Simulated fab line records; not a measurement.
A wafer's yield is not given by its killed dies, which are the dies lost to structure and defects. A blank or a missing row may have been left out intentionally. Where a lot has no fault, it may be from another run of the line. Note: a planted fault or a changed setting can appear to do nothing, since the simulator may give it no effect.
fab line records :: flow n5Finfet :: part 2 of 2: steps 5 to 6 of 6
record:
  lots: 24
  wafers: 72
  lastDay: 18
route steps=1938 shown DUMMY_GATE@246 SD_EPI_N@274 SD_EPI_P@314
lots untouched by any fault: they come from a run of this same line in which no faults occurred
startH: hours from the record's opening day to when the first of the lot's shown wafers began :: waitH: how many hours have passed since the lot's step before this one :: " repeats the value in the row above :: L1.1+2: several wafers, shown together as one row :: - no value present, or no start provided :: * or withheld: withheld :: < > ~ a bound
route shown NAME@n: NAME is a module with steps in the file, n the number in the route of the first one :: usual: mean and standard deviation over wafers with no fault :: same: alike in all rows :: chamber/n: place in a boat :: sites: per-site readings :: _std_site: standard deviation across them :: _edge_site: outer sites' mean less inner sites' :: radiusMm: for every site, how far away it sits from the centre of the wafer :: mask NAME#n: copy n :: behind: the last tool/chamber to shape the wafer :: hold: why the lot went on hold/how many hours it stayed there/how the hold came to an end :: device: names the non-switching transistor (n, p or np) :: end of line: at the end of the route, the tests of the same wafers :: a step given without rows: its recipe and nothing more :: killed: not the wafer's yield, but the dies lost to structure and defects at the first sort :: map: the dies of a wafer, with x for killed, . for not killed, _ for no die there
set.NAME: the run value of the setting; set.NAME@STEP: its run value at that earlier step :: model.NAME: the simulator's own value behind a step, which no gauge read
route steps across a sampled set of lots; one table per step, one row per wafer
services: a tool's chamber out of use, with start hour (startH, from the record's first day; less than 0 if before it), hours out, and reason
== steps ==
step: N5_SD_EPI_N_INSPECT_26
recipe:
  inspectInstrument: darkfield
  mode: postEpi
usual:
  rawDefectCount: 199/37
lot.wafer: L074.3
tool: defectInspect-02
chamber: -
startH: 52.03
waitH: 0.1
rawDefectCount: 269

lot.wafer: L074.4
tool: defectInspect-02
chamber: -
startH: 52.03
waitH: 0.1
rawDefectCount: 244

lot.wafer: L074.5
tool: defectInspect-02
chamber: -
startH: 52.03
waitH: 0.1
rawDefectCount: 236

lot.wafer: L075.2
tool: defectInspect-01
chamber: -
startH: 61.74
waitH: 0.1
rawDefectCount: 299

lot.wafer: L075.5
tool: defectInspect-01
chamber: -
startH: 61.74
waitH: 0.1
rawDefectCount: 225

lot.wafer: L075.6
tool: defectInspect-01
chamber: -
startH: 61.74
waitH: 0.1
rawDefectCount: 189

lot.wafer: L076.1
tool: defectInspect-02
chamber: -
startH: 75.21
waitH: 0.1
rawDefectCount: 214

lot.wafer: L076.4
tool: defectInspect-02
chamber: -
startH: 75.21
waitH: 0.1
rawDefectCount: 200

lot.wafer: L076.6
tool: defectInspect-02
chamber: -
startH: 75.21
waitH: 0.1
rawDefectCount: 196

lot.wafer: L077.3
tool: defectInspect-01
chamber: -
startH: 80.98
waitH: 0.1
rawDefectCount: 210

lot.wafer: L077.5
tool: defectInspect-01
chamber: -
startH: 80.98
waitH: 0.1
rawDefectCount: 192

lot.wafer: L077.6
tool: defectInspect-01
chamber: -
startH: 80.98
waitH: 0.1
rawDefectCount: 152

lot.wafer: L078.1
tool: defectInspect-02
chamber: -
startH: 82.62
waitH: 0.1
rawDefectCount: 161

lot.wafer: L078.2
tool: defectInspect-02
chamber: -
startH: 82.62
waitH: 0.1
rawDefectCount: 153

lot.wafer: L078.5
tool: defectInspect-02
chamber: -
startH: 82.62
waitH: 0.1
rawDefectCount: 157

lot.wafer: L079.3
tool: defectInspect-02
chamber: -
startH: 87.03
waitH: 0.1
rawDefectCount: 175

lot.wafer: L079.4
tool: defectInspect-02
chamber: -
startH: 87.03
waitH: 0.1
rawDefectCount: 149

lot.wafer: L079.6
tool: defectInspect-02
chamber: -
startH: 87.03
waitH: 0.1
rawDefectCount: 178

lot.wafer: L080.3
tool: defectInspect-01
chamber: -
startH: 91.15
waitH: 0.1
rawDefectCount: 205

lot.wafer: L080.4
tool: defectInspect-01
chamber: -
startH: 91.15
waitH: 0.1
rawDefectCount: 195

lot.wafer: L080.5
tool: defectInspect-01
chamber: -
startH: 91.15
waitH: 0.1
rawDefectCount: 184

lot.wafer: L081.1
tool: defectInspect-02
chamber: -
startH: 97.75
waitH: 0.1
rawDefectCount: 160

lot.wafer: L081.5
tool: defectInspect-02
chamber: -
startH: 97.75
waitH: 0.1
rawDefectCount: 128

lot.wafer: L081.6
tool: defectInspect-02
chamber: -
startH: 97.75
waitH: 0.1
rawDefectCount: 169

lot.wafer: L082.2
tool: defectInspect-01
chamber: -
startH: 103.35
waitH: 0.1
rawDefectCount: 164

lot.wafer: L082.3
tool: defectInspect-01
chamber: -
startH: 103.35
waitH: 0.1
rawDefectCount: 153

lot.wafer: L082.6
tool: defectInspect-01
chamber: -
startH: 103.35
waitH: 0.1
rawDefectCount: 180

lot.wafer: L083.2
tool: defectInspect-02
chamber: -
startH: 111.79
waitH: 0.1
rawDefectCount: 159

lot.wafer: L083.5
tool: defectInspect-02
chamber: -
startH: 111.79
waitH: 0.1
rawDefectCount: 229

lot.wafer: L083.6
tool: defectInspect-02
chamber: -
startH: 111.79
waitH: 0.1
rawDefectCount: 203

lot.wafer: L084.1
tool: defectInspect-02
chamber: -
startH: 114.07
waitH: 0.1
rawDefectCount: 189

lot.wafer: L084.3
tool: defectInspect-02
chamber: -
startH: 114.07
waitH: 0.1
rawDefectCount: 177

lot.wafer: L084.4
tool: defectInspect-02
chamber: -
startH: 114.07
waitH: 0.1
rawDefectCount: 180

lot.wafer: L085.1
tool: defectInspect-02
chamber: -
startH: 122.45
waitH: 0.1
rawDefectCount: 178

lot.wafer: L085.4
tool: defectInspect-02
chamber: -
startH: 122.45
waitH: 0.1
rawDefectCount: 166

lot.wafer: L085.6
tool: defectInspect-02
chamber: -
startH: 122.45
waitH: 0.1
rawDefectCount: 198

lot.wafer: L086.1
tool: defectInspect-01
chamber: -
startH: 134.09
waitH: 0.1
rawDefectCount: 247

lot.wafer: L086.3
tool: defectInspect-01
chamber: -
startH: 134.09
waitH: 0.1
rawDefectCount: 222

lot.wafer: L086.5
tool: defectInspect-01
chamber: -
startH: 134.09
waitH: 0.1
rawDefectCount: 212

lot.wafer: L087.1
tool: defectInspect-01
chamber: -
startH: 136.94
waitH: 0.1
rawDefectCount: 216

lot.wafer: L087.4
tool: defectInspect-01
chamber: -
startH: 136.94
waitH: 0.1
rawDefectCount: 231

lot.wafer: L087.5
tool: defectInspect-01
chamber: -
startH: 136.94
waitH: 0.1
rawDefectCount: 205

lot.wafer: L088.1
tool: defectInspect-01
chamber: -
startH: 144.04
waitH: 0.1
rawDefectCount: 168

lot.wafer: L088.3
tool: defectInspect-01
chamber: -
startH: 144.04
waitH: 0.1
rawDefectCount: 240

lot.wafer: L088.4
tool: defectInspect-01
chamber: -
startH: 144.04
waitH: 0.1
rawDefectCount: 219

lot.wafer: L089.1
tool: defectInspect-02
chamber: -
startH: 148.13
waitH: 0.1
rawDefectCount: 215

lot.wafer: L089.4
tool: defectInspect-02
chamber: -
startH: 148.13
waitH: 0.1
rawDefectCount: 145

lot.wafer: L089.5
tool: defectInspect-02
chamber: -
startH: 148.13
waitH: 0.1
rawDefectCount: 191

lot.wafer: L090.1
tool: defectInspect-01
chamber: -
startH: 155.06
waitH: 0.1
rawDefectCount: 176

lot.wafer: L090.2
tool: defectInspect-01
chamber: -
startH: 155.06
waitH: 0.1
rawDefectCount: 189

lot.wafer: L090.5
tool: defectInspect-01
chamber: -
startH: 155.06
waitH: 0.1
rawDefectCount: 229

lot.wafer: L091.2
tool: defectInspect-02
chamber: -
startH: 162.73
waitH: 0.1
rawDefectCount: 197

lot.wafer: L091.3
tool: defectInspect-02
chamber: -
startH: 162.73
waitH: 0.1
rawDefectCount: 135

lot.wafer: L091.6
tool: defectInspect-02
chamber: -
startH: 162.73
waitH: 0.1
rawDefectCount: 228

lot.wafer: L092.2
tool: defectInspect-02
chamber: -
startH: 163.80
waitH: 0.1
rawDefectCount: 136

lot.wafer: L092.3
tool: defectInspect-02
chamber: -
startH: 163.80
waitH: 0.1
rawDefectCount: 177

lot.wafer: L092.4
tool: defectInspect-02
chamber: -
startH: 163.80
waitH: 0.1
rawDefectCount: 146

lot.wafer: L093.1
tool: defectInspect-01
chamber: -
startH: 171.15
waitH: 0.1
rawDefectCount: 197

lot.wafer: L093.3
tool: defectInspect-01
chamber: -
startH: 171.15
waitH: 0.1
rawDefectCount: 218

lot.wafer: L093.6
tool: defectInspect-01
chamber: -
startH: 171.15
waitH: 0.1
rawDefectCount: 168

lot.wafer: L094.2
tool: defectInspect-01
chamber: -
startH: 171.90
waitH: 0.1
rawDefectCount: 186

lot.wafer: L094.3
tool: defectInspect-01
chamber: -
startH: 171.90
waitH: 0.1
rawDefectCount: 173

lot.wafer: L094.5
tool: defectInspect-01
chamber: -
startH: 171.90
waitH: 0.1
rawDefectCount: 243

lot.wafer: L095.1
tool: defectInspect-02
chamber: -
startH: 178.92
waitH: 0.1
rawDefectCount: 221

lot.wafer: L095.3
tool: defectInspect-02
chamber: -
startH: 178.92
waitH: 0.1
rawDefectCount: 221

lot.wafer: L095.4
tool: defectInspect-02
chamber: -
startH: 178.92
waitH: 0.1
rawDefectCount: 193

lot.wafer: L096.1
tool: defectInspect-02
chamber: -
startH: 188.97
waitH: 0.1
rawDefectCount: 159

lot.wafer: L096.3
tool: defectInspect-02
chamber: -
startH: 188.97
waitH: 0.1
rawDefectCount: 181

lot.wafer: L096.5
tool: defectInspect-02
chamber: -
startH: 188.97
waitH: 0.1
rawDefectCount: 211

lot.wafer: L097.1
tool: defectInspect-01
chamber: -
startH: 190.34
waitH: 0.1
rawDefectCount: 201

lot.wafer: L097.3
tool: defectInspect-01
chamber: -
startH: 190.34
waitH: 0.1
rawDefectCount: 188

lot.wafer: L097.5
tool: defectInspect-01
chamber: -
startH: 190.34
waitH: 0.1
rawDefectCount: 271
step: N5_SD_EPI_P_SD_RECESS_17
recipe:
  chemistry: HBr/Cl2/O2
  targetDepthA: 391
  btTimeS: 3
  pressureMtorr: 10
  icpW: 800
  biasW: 112
  HBr_flow_sccm: 150
  Cl2_flow_sccm: 80
  O2_flow_sccm: 12
usual:
  drypumpMotorCurrentA: 5.4/0.48
  oes_o_777_au: 0.999/0.022
  oesProductAu: 1.002/0.018
  throttleValvePct: 37.1/0.37
lot.wafer: L074.3
tool: rieSi-01
chamber: 0
startH: 53.13
waitH: 0.0
drypumpMotorCurrentA: 5.7
oes_o_777_au: 1.031
oesProductAu: 1.017
rfHoursCounterH: 127
throttleValvePct: 37.2

lot.wafer: L074.4
tool: rieSi-01
chamber: 1
startH: 53.13
waitH: 0.0
drypumpMotorCurrentA: 5.8
oes_o_777_au: 0.974
oesProductAu: 0.983
rfHoursCounterH: 84
throttleValvePct: 37.9

lot.wafer: L074.5
tool: rieSi-01
chamber: 2
startH: 53.13
waitH: 0.0
drypumpMotorCurrentA: 5.0
oes_o_777_au: 0.985
oesProductAu: 0.976
rfHoursCounterH: -
throttleValvePct: 36.6

lot.wafer: L075.2
tool: rieSi-01
chamber: 1
startH: 62.92
waitH: 0.0
drypumpMotorCurrentA: 5.8
oes_o_777_au: 0.976
oesProductAu: 0.988
rfHoursCounterH: 84
throttleValvePct: 37.9

lot.wafer: L075.5
tool: rieSi-01
chamber: 2
startH: 62.92
waitH: 0.0
drypumpMotorCurrentA: 5.1
oes_o_777_au: 0.987
oesProductAu: 0.977
rfHoursCounterH: -
throttleValvePct: 36.6

lot.wafer: L075.6
tool: rieSi-01
chamber: 3
startH: 62.92
waitH: 0.0
drypumpMotorCurrentA: 6.3
oes_o_777_au: 1.027
oesProductAu: 1.019
rfHoursCounterH: -
throttleValvePct: 36.7

lot.wafer: L076.1
tool: rieSi-01
chamber: 2
startH: 76.26
waitH: 0.0
drypumpMotorCurrentA: 5.1
oes_o_777_au: 0.984
oesProductAu: 0.980
rfHoursCounterH: 93
throttleValvePct: 36.6

lot.wafer: L076.4
tool: rieSi-01
chamber: 1
startH: 76.26
waitH: 0.0
drypumpMotorCurrentA: 5.8
oes_o_777_au: 0.977
oesProductAu: 0.983
rfHoursCounterH: 84
throttleValvePct: 37.9

lot.wafer: L076.6
tool: rieSi-01
chamber: 1
startH: 76.26
waitH: 0.0
drypumpMotorCurrentA: 5.8
oes_o_777_au: 0.981
oesProductAu: 0.976
rfHoursCounterH: -
throttleValvePct: 37.9

lot.wafer: L077.3
tool: rieSi-01
chamber: 2
startH: 82.23
waitH: 0.0
drypumpMotorCurrentA: 5.0
oes_o_777_au: 0.982
oesProductAu: 0.973
rfHoursCounterH: 93
throttleValvePct: 36.6

lot.wafer: L077.5
tool: rieSi-01
chamber: 1
startH: 82.23
waitH: 0.0
drypumpMotorCurrentA: 5.8
oes_o_777_au: 0.970
oesProductAu: 0.973
rfHoursCounterH: -
throttleValvePct: 37.9

lot.wafer: L077.6
tool: rieSi-01
chamber: 2
startH: 82.23
waitH: 0.0
drypumpMotorCurrentA: 5.0
oes_o_777_au: 0.982
oesProductAu: 0.971
rfHoursCounterH: -
throttleValvePct: 36.6

lot.wafer: L078.1
tool: rieSi-04
chamber: 3
startH: 83.93
waitH: 0.0
drypumpMotorCurrentA: 5.1
oes_o_777_au: 1.006
oesProductAu: 1.024
rfHoursCounterH: 73
throttleValvePct: 37.3

lot.wafer: L078.2
tool: rieSi-04
chamber: 0
startH: 83.93
waitH: 0.0
drypumpMotorCurrentA: 5.7
oes_o_777_au: 0.974
oesProductAu: 1.009
rfHoursCounterH: 84
throttleValvePct: 37.0

lot.wafer: L078.5
tool: rieSi-04
chamber: 0
startH: 83.93
waitH: 0.0
drypumpMotorCurrentA: 5.7
oes_o_777_au: 0.972
oesProductAu: 1.000
rfHoursCounterH: -
throttleValvePct: 37.1

lot.wafer: L079.3
tool: rieSi-05
chamber: 2
startH: 88.07
waitH: 0.0
drypumpMotorCurrentA: 5.0
oes_o_777_au: 0.982
oesProductAu: 0.974
rfHoursCounterH: 127
throttleValvePct: 37.2

lot.wafer: L079.4
tool: rieSi-05
chamber: 1
startH: 88.07
waitH: 0.0
drypumpMotorCurrentA: 6.3
oes_o_777_au: 1.015
oesProductAu: 1.010
rfHoursCounterH: 41
throttleValvePct: 37.0

lot.wafer: L079.6
tool: rieSi-05
chamber: 1
startH: 88.07
waitH: 0.0
drypumpMotorCurrentA: 6.3
oes_o_777_au: 1.016
oesProductAu: 1.015
rfHoursCounterH: -
throttleValvePct: 37.0

lot.wafer: L080.3
tool: rieSi-04
chamber: 3
startH: 92.20
waitH: 0.0
drypumpMotorCurrentA: 5.1
oes_o_777_au: 1.004
oesProductAu: 1.026
rfHoursCounterH: 73
throttleValvePct: 37.3

lot.wafer: L080.4
tool: rieSi-04
chamber: 1
startH: 92.20
waitH: 0.0
drypumpMotorCurrentA: 4.9
oes_o_777_au: 0.984
oesProductAu: 0.974
rfHoursCounterH: 20
throttleValvePct: 37.5

lot.wafer: L080.5
tool: rieSi-04
chamber: 2
startH: 92.20
waitH: 0.0
drypumpMotorCurrentA: 5.0
oes_o_777_au: 1.017
oesProductAu: 1.011
rfHoursCounterH: -
throttleValvePct: 36.7

lot.wafer: L081.1
tool: rieSi-01
chamber: 3
startH: 98.81
waitH: 0.0
drypumpMotorCurrentA: 6.4
oes_o_777_au: 1.031
oesProductAu: 1.015
rfHoursCounterH: 58
throttleValvePct: 36.7

lot.wafer: L081.5
tool: rieSi-01
chamber: 3
startH: 98.81
waitH: 0.0
drypumpMotorCurrentA: 6.4
oes_o_777_au: 1.026
oesProductAu: 1.018
rfHoursCounterH: -
throttleValvePct: 36.7

lot.wafer: L081.6
tool: rieSi-01
chamber: 0
startH: 98.81
waitH: 0.0
drypumpMotorCurrentA: 5.7
oes_o_777_au: 1.027
oesProductAu: 1.002
rfHoursCounterH: -
throttleValvePct: 37.2

lot.wafer: L082.2
tool: rieSi-05
chamber: 3
startH: 104.40
waitH: 0.0
drypumpMotorCurrentA: 5.4
oes_o_777_au: 0.968
oesProductAu: 0.982
rfHoursCounterH: 75
throttleValvePct: 37.0

lot.wafer: L082.3
tool: rieSi-05
chamber: 1
startH: 104.40
waitH: 0.0
drypumpMotorCurrentA: 6.2
oes_o_777_au: 1.014
oesProductAu: 1.013
rfHoursCounterH: 42
throttleValvePct: 37.0

lot.wafer: L082.6
tool: rieSi-05
chamber: 1
startH: 104.40
waitH: 0.0
drypumpMotorCurrentA: 6.2
oes_o_777_au: 1.018
oesProductAu: 1.028
rfHoursCounterH: -
throttleValvePct: 37.0

lot.wafer: L083.2
tool: rieSi-01
chamber: 3
startH: 112.86
waitH: 0.0
drypumpMotorCurrentA: 6.3
oes_o_777_au: 1.023
oesProductAu: 1.024
rfHoursCounterH: 58
throttleValvePct: 36.7

lot.wafer: L083.5
tool: rieSi-01
chamber: 1
startH: 112.86
waitH: 0.0
drypumpMotorCurrentA: 5.8
oes_o_777_au: 0.973
oesProductAu: 0.984
rfHoursCounterH: -
throttleValvePct: 37.9

lot.wafer: L083.6
tool: rieSi-01
chamber: 0
startH: 112.86
waitH: 0.0
drypumpMotorCurrentA: 5.7
oes_o_777_au: 1.021
oesProductAu: 1.021
rfHoursCounterH: -
throttleValvePct: 37.1

lot.wafer: L084.1
tool: rieSi-04
chamber: 2
startH: 117.34
waitH: 0.0
drypumpMotorCurrentA: 5.0
oes_o_777_au: 1.022
oesProductAu: 1.019
rfHoursCounterH: 7
throttleValvePct: 36.7

lot.wafer: L084.3
tool: rieSi-04
chamber: 3
startH: 117.34
waitH: 0.0
drypumpMotorCurrentA: 5.1
oes_o_777_au: 1.000
oesProductAu: 1.022
rfHoursCounterH: 73
throttleValvePct: 37.2

lot.wafer: L084.4
tool: rieSi-04
chamber: 1
startH: 117.34
waitH: 0.0
drypumpMotorCurrentA: 4.9
oes_o_777_au: 0.977
oesProductAu: 0.981
rfHoursCounterH: 20
throttleValvePct: 37.4

lot.wafer: L085.1
tool: rieSi-04
chamber: 3
startH: 123.65
waitH: 0.0
drypumpMotorCurrentA: 5.1
oes_o_777_au: 1.011
oesProductAu: 1.022
rfHoursCounterH: 74
throttleValvePct: 37.2

lot.wafer: L085.4
tool: rieSi-04
chamber: 2
startH: 123.65
waitH: 0.0
drypumpMotorCurrentA: 5.0
oes_o_777_au: 1.019
oesProductAu: 1.017
rfHoursCounterH: 7
throttleValvePct: 36.7

lot.wafer: L085.6
tool: rieSi-04
chamber: 3
startH: 123.65
waitH: 0.0
drypumpMotorCurrentA: 5.1
oes_o_777_au: 0.999
oesProductAu: 1.023
rfHoursCounterH: -
throttleValvePct: 37.3

lot.wafer: L086.1
tool: rieSi-04
chamber: 2
startH: 135.27
waitH: 0.0
drypumpMotorCurrentA: 4.9
oes_o_777_au: 1.012
oesProductAu: 1.021
rfHoursCounterH: 7
throttleValvePct: 36.7

lot.wafer: L086.3
tool: rieSi-04
chamber: 1
startH: 135.27
waitH: 0.0
drypumpMotorCurrentA: 4.9
oes_o_777_au: 0.985
oesProductAu: 0.972
rfHoursCounterH: 20
throttleValvePct: 37.5

lot.wafer: L086.5
tool: rieSi-04
chamber: 2
startH: 135.27
waitH: 0.0
drypumpMotorCurrentA: 5.0
oes_o_777_au: 1.022
oesProductAu: 1.018
rfHoursCounterH: -
throttleValvePct: 36.7

lot.wafer: L087.1
tool: rieSi-04
chamber: 3
startH: 138.12
waitH: 0.0
drypumpMotorCurrentA: 5.1
oes_o_777_au: 0.992
oesProductAu: 1.019
rfHoursCounterH: 74
throttleValvePct: 37.2

lot.wafer: L087.4
tool: rieSi-04
chamber: 1
startH: 138.12
waitH: 0.0
drypumpMotorCurrentA: 4.9
oes_o_777_au: 0.980
oesProductAu: 0.981
rfHoursCounterH: 20
throttleValvePct: 37.5

lot.wafer: L087.5
tool: rieSi-04
chamber: 1
startH: 138.12
waitH: 0.0
drypumpMotorCurrentA: 4.9
oes_o_777_au: 0.985
oesProductAu: 0.980
rfHoursCounterH: -
throttleValvePct: 37.5

lot.wafer: L088.1
tool: rieSi-04
chamber: 1
startH: 145.09
waitH: 0.0
drypumpMotorCurrentA: 4.9
oes_o_777_au: 0.988
oesProductAu: 0.978
rfHoursCounterH: 21
throttleValvePct: 37.5

lot.wafer: L088.3
tool: rieSi-04
chamber: 0
startH: 145.09
waitH: 0.0
drypumpMotorCurrentA: 5.7
oes_o_777_au: 0.970
oesProductAu: 1.009
rfHoursCounterH: 85
throttleValvePct: 37.0

lot.wafer: L088.4
tool: rieSi-04
chamber: 2
startH: 145.09
waitH: 0.0
drypumpMotorCurrentA: 5.0
oes_o_777_au: 1.021
oesProductAu: 1.018
rfHoursCounterH: 8
throttleValvePct: 36.7

lot.wafer: L089.1
tool: rieSi-01
chamber: 1
startH: 149.17
waitH: 0.0
drypumpMotorCurrentA: 5.8
oes_o_777_au: 0.982
oesProductAu: 0.987
rfHoursCounterH: 85
throttleValvePct: 37.9

lot.wafer: L089.4
tool: rieSi-01
chamber: 3
startH: 149.17
waitH: 0.0
drypumpMotorCurrentA: 6.3
oes_o_777_au: 1.032
oesProductAu: 1.023
rfHoursCounterH: 59
throttleValvePct: 36.7

lot.wafer: L089.5
tool: rieSi-01
chamber: 0
startH: 149.17
waitH: 0.0
drypumpMotorCurrentA: 5.7
oes_o_777_au: 1.028
oesProductAu: 1.022
rfHoursCounterH: -
throttleValvePct: 37.2

lot.wafer: L090.1
tool: rieSi-01
chamber: 0
startH: 156.29
waitH: 0.0
drypumpMotorCurrentA: 5.7
oes_o_777_au: 1.028
oesProductAu: 1.013
rfHoursCounterH: 129
throttleValvePct: 37.2

lot.wafer: L090.2
tool: rieSi-01
chamber: 3
startH: 156.29
waitH: 0.0
drypumpMotorCurrentA: 6.3
oes_o_777_au: 1.023
oesProductAu: 1.016
rfHoursCounterH: 59
throttleValvePct: 36.7

lot.wafer: L090.5
tool: rieSi-01
chamber: 0
startH: 156.29
waitH: 0.0
drypumpMotorCurrentA: 5.7
oes_o_777_au: 1.032
oesProductAu: 1.013
rfHoursCounterH: -
throttleValvePct: 37.2

lot.wafer: L091.2
tool: rieSi-04
chamber: 1
startH: 163.90
waitH: 0.0
drypumpMotorCurrentA: 4.9
oes_o_777_au: 0.983
oesProductAu: 0.982
rfHoursCounterH: 21
throttleValvePct: 37.5

lot.wafer: L091.3
tool: rieSi-04
chamber: 2
startH: 163.90
waitH: 0.0
drypumpMotorCurrentA: 4.9
oes_o_777_au: 1.019
oesProductAu: 1.015
rfHoursCounterH: 8
throttleValvePct: 36.7

lot.wafer: L091.6
tool: rieSi-04
chamber: 1
startH: 163.90
waitH: 0.0
drypumpMotorCurrentA: 4.9
oes_o_777_au: 0.981
oesProductAu: 0.982
rfHoursCounterH: -
throttleValvePct: 37.4

lot.wafer: L092.2
tool: rieSi-04
chamber: 0
startH: 165.51
waitH: 0.0
drypumpMotorCurrentA: 5.7
oes_o_777_au: 0.984
oesProductAu: 1.008
rfHoursCounterH: 86
throttleValvePct: 37.1

lot.wafer: L092.3
tool: rieSi-04
chamber: 2
startH: 165.51
waitH: 0.0
drypumpMotorCurrentA: 4.9
oes_o_777_au: 1.014
oesProductAu: 1.025
rfHoursCounterH: 8
throttleValvePct: 36.7

lot.wafer: L092.4
tool: rieSi-04
chamber: 3
startH: 165.51
waitH: 0.0
drypumpMotorCurrentA: 5.1
oes_o_777_au: 1.009
oesProductAu: 1.027
rfHoursCounterH: 74
throttleValvePct: 37.3

lot.wafer: L093.1
tool: rieSi-04
chamber: 3
startH: 172.32
waitH: 0.0
drypumpMotorCurrentA: 5.1
oes_o_777_au: 1.005
oesProductAu: 1.032
rfHoursCounterH: 74
throttleValvePct: 37.2

lot.wafer: L093.3
tool: rieSi-04
chamber: 2
startH: 172.32
waitH: 0.0
drypumpMotorCurrentA: 5.0
oes_o_777_au: 1.029
oesProductAu: 1.020
rfHoursCounterH: 8
throttleValvePct: 36.7

lot.wafer: L093.6
tool: rieSi-04
chamber: 1
startH: 172.32
waitH: 0.0
drypumpMotorCurrentA: 4.9
oes_o_777_au: 0.990
oesProductAu: 0.985
rfHoursCounterH: -
throttleValvePct: 37.4

lot.wafer: L094.2
tool: rieSi-05
chamber: 2
startH: 172.95
waitH: 0.0
drypumpMotorCurrentA: 5.0
oes_o_777_au: 0.986
oesProductAu: 0.982
rfHoursCounterH: 129
throttleValvePct: 37.2

lot.wafer: L094.3
tool: rieSi-05
chamber: 3
startH: 172.95
waitH: 0.0
drypumpMotorCurrentA: 5.4
oes_o_777_au: 0.972
oesProductAu: 0.987
rfHoursCounterH: 76
throttleValvePct: 37.0

lot.wafer: L094.5
tool: rieSi-05
chamber: 1
startH: 172.95
waitH: 0.0
drypumpMotorCurrentA: 6.3
oes_o_777_au: 1.023
oesProductAu: 1.014
rfHoursCounterH: -
throttleValvePct: 37.0

lot.wafer: L095.1
tool: rieSi-04
chamber: 3
startH: 180.09
waitH: 0.0
drypumpMotorCurrentA: 5.1
oes_o_777_au: 0.997
oesProductAu: 1.027
rfHoursCounterH: 75
throttleValvePct: 37.3

lot.wafer: L095.3
tool: rieSi-04
chamber: 2
startH: 180.09
waitH: 0.0
drypumpMotorCurrentA: 5.0
oes_o_777_au: 1.017
oesProductAu: 1.020
rfHoursCounterH: 8
throttleValvePct: 36.7

lot.wafer: L095.4
tool: rieSi-04
chamber: 1
startH: 180.09
waitH: 0.0
drypumpMotorCurrentA: 4.9
oes_o_777_au: 0.982
oesProductAu: 0.984
rfHoursCounterH: 21
throttleValvePct: 37.4

lot.wafer: L096.1
tool: rieSi-01
chamber: 1
startH: 191.57
waitH: 0.0
drypumpMotorCurrentA: 5.8
oes_o_777_au: 0.972
oesProductAu: 0.985
rfHoursCounterH: 86
throttleValvePct: 37.9

lot.wafer: L096.3
tool: rieSi-01
chamber: 0
startH: 191.57
waitH: 0.0
drypumpMotorCurrentA: 5.7
oes_o_777_au: 1.023
oesProductAu: 1.017
rfHoursCounterH: 129
throttleValvePct: 37.1

lot.wafer: L096.5
tool: rieSi-01
chamber: 3
startH: 191.57
waitH: 0.0
drypumpMotorCurrentA: 6.3
oes_o_777_au: 1.035
oesProductAu: 1.011
rfHoursCounterH: -
throttleValvePct: 36.7

lot.wafer: L097.1
tool: rieSi-05
chamber: 3
startH: 191.61
waitH: 0.0
drypumpMotorCurrentA: 5.4
oes_o_777_au: 0.968
oesProductAu: 0.982
rfHoursCounterH: 76
throttleValvePct: 37.0

lot.wafer: L097.3
tool: rieSi-05
chamber: 1
startH: 191.61
waitH: 0.0
drypumpMotorCurrentA: 6.3
oes_o_777_au: 1.009
oesProductAu: 1.012
rfHoursCounterH: 43
throttleValvePct: 37.0

lot.wafer: L097.5
tool: rieSi-05
chamber: 2
startH: 191.61
waitH: 0.0
drypumpMotorCurrentA: 5.1
oes_o_777_au: 0.979
oesProductAu: 0.987
rfHoursCounterH: -
throttleValvePct: 37.2
== services ==
tool: rieSi-04
chamber: 1
startH: 34.89
hours: 4.4
kind: repair

tool: rieDiel-02
chamber: -
startH: 35.30
hours: 0.6
kind: repair

tool: rieDiel-04
chamber: 0
startH: 42.81
hours: 21.2
kind: repair

tool: rieSi-04
chamber: -
startH: 43.06
hours: 14.6
kind: pm

tool: rieDiel-04
chamber: 3
startH: 64.18
hours: -
kind: clean

tool: rieDiel-04
chamber: 3
startH: 64.18
hours: -
kind: consumableReplace:focusRing

tool: rieDiel-04
chamber: 3
startH: 64.18
hours: 21.7
kind: scheduledDown

tool: rieDiel-04
chamber: 3
startH: 64.18
hours: 21.7
kind: ventCycle

tool: rieDiel-03
chamber: 0
startH: 64.56
hours: 13.4
kind: repair

tool: rieDiel-02
chamber: 0
startH: 79.64
hours: 8.6
kind: repair

tool: rieDiel-02
chamber: 1
startH: 79.64
hours: 3.7
kind: repair

tool: rieSi-01
chamber: -
startH: 82.98
hours: 15.6
kind: pm

tool: rieSi-05
chamber: 0
startH: 124.86
hours: 0.9
kind: repair

tool: rieDiel-02
chamber: -
startH: 145.40
hours: 4.3
kind: pm

tool: rieDiel-02
chamber: -
startH: 163.03
hours: 3.2
kind: repair

tool: rieDiel-04
chamber: 0
startH: 165.28
hours: -
kind: clean

tool: rieDiel-04
chamber: 0
startH: 165.28
hours: -
kind: consumableReplace:focusRing

tool: rieDiel-04
chamber: 0
startH: 165.28
hours: -
kind: consumableReplace:showerhead

tool: rieDiel-04
chamber: 0
startH: 165.28
hours: 18.7
kind: scheduledDown

tool: rieDiel-04
chamber: 0
startH: 165.28
hours: 18.7
kind: ventCycle

tool: rieDiel-04
chamber: 1
startH: 184.08
hours: -
kind: clean

tool: rieDiel-04
chamber: 1
startH: 184.08
hours: -
kind: consumableReplace:focusRing

tool: rieDiel-04
chamber: 1
startH: 184.08
hours: 16.1
kind: scheduledDown

tool: rieDiel-03
chamber: 3
startH: 189.80
hours: 9.6
kind: repair
